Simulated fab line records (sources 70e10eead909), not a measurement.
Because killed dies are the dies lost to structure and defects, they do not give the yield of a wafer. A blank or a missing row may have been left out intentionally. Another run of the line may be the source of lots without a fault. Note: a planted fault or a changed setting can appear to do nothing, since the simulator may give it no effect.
Chamber matching + flow nandHarc + NHARC_P_CONTACT_DESCUM_17 on rieDiel-05: 4 sister chambers
The step chemistry O2, time 3 s. 16 wafers are shown with their chamber, then 8 later ones without.

== WAFERS WITH THEIR CHAMBER ==
| wafer  | chamber | drypumpMotorCurrentA (A) | rfVppV (V) | oesProductAu (a.u.) |
|--------|---------|--------------------------|------------|---------------------|
| L076.1 | 0       | 5.0                      | 57.1       | 1.019               |
| L076.4 | 3       | 5.1                      | 56.8       | 0.999               |
| L076.6 | 1       | 6.0                      | 57.3       | 1.000               |
| L080.2 | 0       | 5.1                      | 57.0       | 1.012               |
| L080.4 | 2       | 5.7                      | 58.4       | 1.014               |
| L080.6 | 0       | 5.1                      | 57.5       | 1.003               |
| L083.1 | 3       | 5.1                      | 57.4       | 1.003               |
| L083.2 | 2       | 5.8                      | 57.2       | 1.007               |
| L083.3 | 1       | 6.0                      | 57.3       | 0.991               |
| L088.1 | 2       | 5.8                      | 58.9       | 1.010               |
| L088.2 | 3       | 5.1                      | 58.1       | 0.993               |
| L088.5 | 3       | 5.1                      | 56.7       | 0.991               |
| L088.3 | 1       | 6.0                      | 57.1       | 1.014               |
| L088.4 | 0       | 5.1                      | 56.0       | 1.008               |
| L088.6 | 2       | 5.8                      | 57.1       | 0.998               |
| L092.3 | 0       | 5.0                      | 58.0       | 0.989               |

SIGNATURES (means of the wafers above)
| reading              | chamber 0 | chamber 1 | chamber 2 | chamber 3 | scatter within a chamber |
|----------------------|-----------|-----------|-----------|-----------|--------------------------|
| drypumpMotorCurrentA | 5.060     | 6.000     | 5.775     | 5.100     | 0.0403                   |
| rfVppV               | 57.120    | 57.233    | 57.900    | 57.250    | 0.698                    |
| oesProductAu         | 1.00620   | 1.00167   | 1.00725   | 0.99650   | 0.00915                  |
Rule: for a wafer and a chamber, the distance is found by dividing, reading by reading, the gap between the wafer's reading and the chamber's mean by the reading's scatter, squaring, summing and taking the root. If the next closest chamber is less than 2 further off than the closest, the wafer can't be placed; otherwise it belongs to the closest. The scatter: take each reading less its chamber's mean, square it, sum over the shown wafers, divide by the number of wafers less the number of chambers, and take the root.

== WAFERS WITH NO CHAMBER GIVEN ==
| wafer  | drypumpMotorCurrentA (A) | rfVppV (V) | oesProductAu (a.u.) |
|--------|--------------------------|------------|---------------------|
| L092.4 | 5.7                      | 56.3       | 1.005               |
| L092.5 | 5.0                      | 56.2       | 0.996               |
| L093.2 | 6.0                      | 58.0       | 1.010               |
| L093.3 | 5.1                      | 56.1       | 1.000               |
| L093.4 | 5.8                      | 58.8       | 1.010               |
| L096.1 | 6.0                      | 55.9       | 0.999               |
| L096.4 | 5.8                      | 57.9       | 0.998               |
| L096.5 | 5.8                      | 57.8       | 1.012               |

== EACH ONE'S CHAMBER ==
| wafer  | from the rows above     | in truth |
|--------|-------------------------|----------|
| L092.4 | 2                       | 2        |
| L092.5 | can't be placed: 0 or 3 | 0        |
| L093.2 | 1                       | 1        |
| L093.3 | can't be placed: 3 or 0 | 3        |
| L093.4 | 2                       | 2        |
| L096.1 | 1                       | 1        |
| L096.4 | 2                       | 2        |
| L096.5 | 2                       | 2        |
6 of 8 placed correctly. Unplaceable from these rows: 2, with the true chamber sitting among the candidates in 2. Placed wrongly: 0.
